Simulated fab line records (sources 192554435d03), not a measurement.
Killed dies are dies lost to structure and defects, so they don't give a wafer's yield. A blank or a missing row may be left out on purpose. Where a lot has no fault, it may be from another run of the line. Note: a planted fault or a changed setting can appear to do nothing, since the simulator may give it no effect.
Split-lot experiment || flow n5Finfet || route with 1938 steps; 7 lots, 21 wafers read

## THE SPLIT
At N5_BEOL_M14_ETCH_68 (etches SOC in N2/H2, time 450 s), the setting timeS was moved away from the recipe's 450 s on 8 of the 21 wafers read, by -21.4% to +21.2%. For the rest of the wafers, this setting stayed at what the recipe calls for.

Reading taken at the split's own step.

## THE READING
SiARC_of_BEOL_M14_COAT_66.thkNm (the simulator's own value, which no gauge read), in nm, at N5_BEOL_M14_ETCH_68 (etches SOC in N2/H2, time 450 s). The file does not state a usual value for it. The 13 wafers here that ran the recipe average 64.8 nm, standard deviation 0.52 nm.

{"wafer": "L074.2", "tool, chamber at the split": "rieDiel-04, 0", "timeS as run, s": 545.5, "against the recipe": "+21.2%", "SiARC_of_BEOL_M14_COAT_66.thkNm, nm": 54, "against lot-mates on the recipe": -10.6}
{"wafer": "L074.4", "tool, chamber at the split": "rieDiel-04, 1", "timeS as run, s": 450, "against the recipe": "recipe", "SiARC_of_BEOL_M14_COAT_66.thkNm, nm": 64.4, "against lot-mates on the recipe": "-"}
{"wafer": "L074.6", "tool, chamber at the split": "rieDiel-04, 1", "timeS as run, s": 450, "against the recipe": "recipe", "SiARC_of_BEOL_M14_COAT_66.thkNm, nm": 64.8, "against lot-mates on the recipe": "-"}
{"wafer": "L077.1", "tool, chamber at the split": "rieDiel-02, 0", "timeS as run, s": 503.9, "against the recipe": "+12.0%", "SiARC_of_BEOL_M14_COAT_66.thkNm, nm": 59, "against lot-mates on the recipe": -5.6}
{"wafer": "L077.4", "tool, chamber at the split": "rieDiel-02, 0", "timeS as run, s": 450, "against the recipe": "recipe", "SiARC_of_BEOL_M14_COAT_66.thkNm, nm": 64.6, "against lot-mates on the recipe": "-"}
{"wafer": "L077.6", "tool, chamber at the split": "rieDiel-02, 1", "timeS as run, s": 503.9, "against the recipe": "+12.0%", "SiARC_of_BEOL_M14_COAT_66.thkNm, nm": 60, "against lot-mates on the recipe": -4.6}
{"wafer": "L078.1", "tool, chamber at the split": "rieDiel-02, 1", "timeS as run, s": 450, "against the recipe": "recipe", "SiARC_of_BEOL_M14_COAT_66.thkNm, nm": 65.6, "against lot-mates on the recipe": "-"}
{"wafer": "L078.2", "tool, chamber at the split": "rieDiel-02, 0", "timeS as run, s": 370.2, "against the recipe": "-17.7%", "SiARC_of_BEOL_M14_COAT_66.thkNm, nm": 73, "against lot-mates on the recipe": "+7.6"}
{"wafer": "L078.4", "tool, chamber at the split": "rieDiel-02, 2", "timeS as run, s": 450, "against the recipe": "recipe", "SiARC_of_BEOL_M14_COAT_66.thkNm, nm": 65.2, "against lot-mates on the recipe": "-"}
{"wafer": "L083.2", "tool, chamber at the split": "rieDiel-04, 2", "timeS as run, s": 450, "against the recipe": "recipe", "SiARC_of_BEOL_M14_COAT_66.thkNm, nm": 64.8, "against lot-mates on the recipe": "-"}
{"wafer": "L083.5", "tool, chamber at the split": "rieDiel-04, 1", "timeS as run, s": 353.8, "against the recipe": "-21.4%", "SiARC_of_BEOL_M14_COAT_66.thkNm, nm": 75, "against lot-mates on the recipe": "+10.4"}
{"wafer": "L083.6", "tool, chamber at the split": "rieDiel-04, 0", "timeS as run, s": 450, "against the recipe": "recipe", "SiARC_of_BEOL_M14_COAT_66.thkNm, nm": 64.4, "against lot-mates on the recipe": "-"}
{"wafer": "L082.1", "tool, chamber at the split": "rieDiel-02, 0", "timeS as run, s": 359.5, "against the recipe": "-20.1%", "SiARC_of_BEOL_M14_COAT_66.thkNm, nm": 73.4, "against lot-mates on the recipe": "+9.2"}
{"wafer": "L082.2", "tool, chamber at the split": "rieDiel-02, 3", "timeS as run, s": 450, "against the recipe": "recipe", "SiARC_of_BEOL_M14_COAT_66.thkNm, nm": 64.2, "against lot-mates on the recipe": "-"}
{"wafer": "L082.3", "tool, chamber at the split": "rieDiel-02, 2", "timeS as run, s": 359.5, "against the recipe": "-20.1%", "SiARC_of_BEOL_M14_COAT_66.thkNm, nm": 74, "against lot-mates on the recipe": "+9.8"}
{"wafer": "L087.1", "tool, chamber at the split": "rieDiel-06, 2", "timeS as run, s": 382.6, "against the recipe": "-15.0%", "SiARC_of_BEOL_M14_COAT_66.thkNm, nm": 72.6, "against lot-mates on the recipe": "+6.9"}
{"wafer": "L087.2", "tool, chamber at the split": "rieDiel-06, 3", "timeS as run, s": 450, "against the recipe": "recipe", "SiARC_of_BEOL_M14_COAT_66.thkNm, nm": 65.6, "against lot-mates on the recipe": "-"}
{"wafer": "L087.4", "tool, chamber at the split": "rieDiel-06, 1", "timeS as run, s": 450, "against the recipe": "recipe", "SiARC_of_BEOL_M14_COAT_66.thkNm, nm": 65.8, "against lot-mates on the recipe": "-"}
{"wafer": "L093.1", "tool, chamber at the split": "rieDiel-02, 0", "timeS as run, s": 450, "against the recipe": "recipe", "SiARC_of_BEOL_M14_COAT_66.thkNm, nm": 64.6, "against lot-mates on the recipe": "-"}
{"wafer": "L093.3", "tool, chamber at the split": "rieDiel-02, 3,0", "timeS as run, s": 450, "against the recipe": "recipe", "SiARC_of_BEOL_M14_COAT_66.thkNm, nm": 64.4, "against lot-mates on the recipe": "-"}
{"wafer": "L093.5", "tool, chamber at the split": "rieDiel-02, 3,0", "timeS as run, s": 450, "against the recipe": "recipe", "SiARC_of_BEOL_M14_COAT_66.thkNm, nm": 64.4, "against lot-mates on the recipe": "-"}
The file does not say which wafer passed through which chamber wherever a row lists several chambers: such a row stands for several wafers.

THE FIT
A straight line over all 21 wafers: SiARC_of_BEOL_M14_COAT_66.thkNm changes by -0.47 nm for each +1% of timeS; r = -0.99; the points scatter about the line by 0.58 nm.
The same after taking each lot's own level away (the mean of its wafers on the recipe; 21 wafers): -0.468 nm for each +1%; r = -1.00; scatter 0.37 nm.
According to that fit, moving timeS by its largest amount changes the reading by 10 nm.
The lots' own levels span 64.20 to 65.70 nm, that is 2.9 times the standard deviation above.
Consequently the slope shifts little with the lot-to-lot level, the two slopes agreeing.
Check: for one of the wafers moved furthest among these (-21.4%), held out of the fit, the line's prediction against its lot-mates is +9.91 nm. Against them it came out at +10.4 nm.

## FILE'S OWN FIT
SiARC_of_BEOL_M14_COAT_66.thkNm changes by -0.47 nm for each +1% of timeS, r = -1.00.
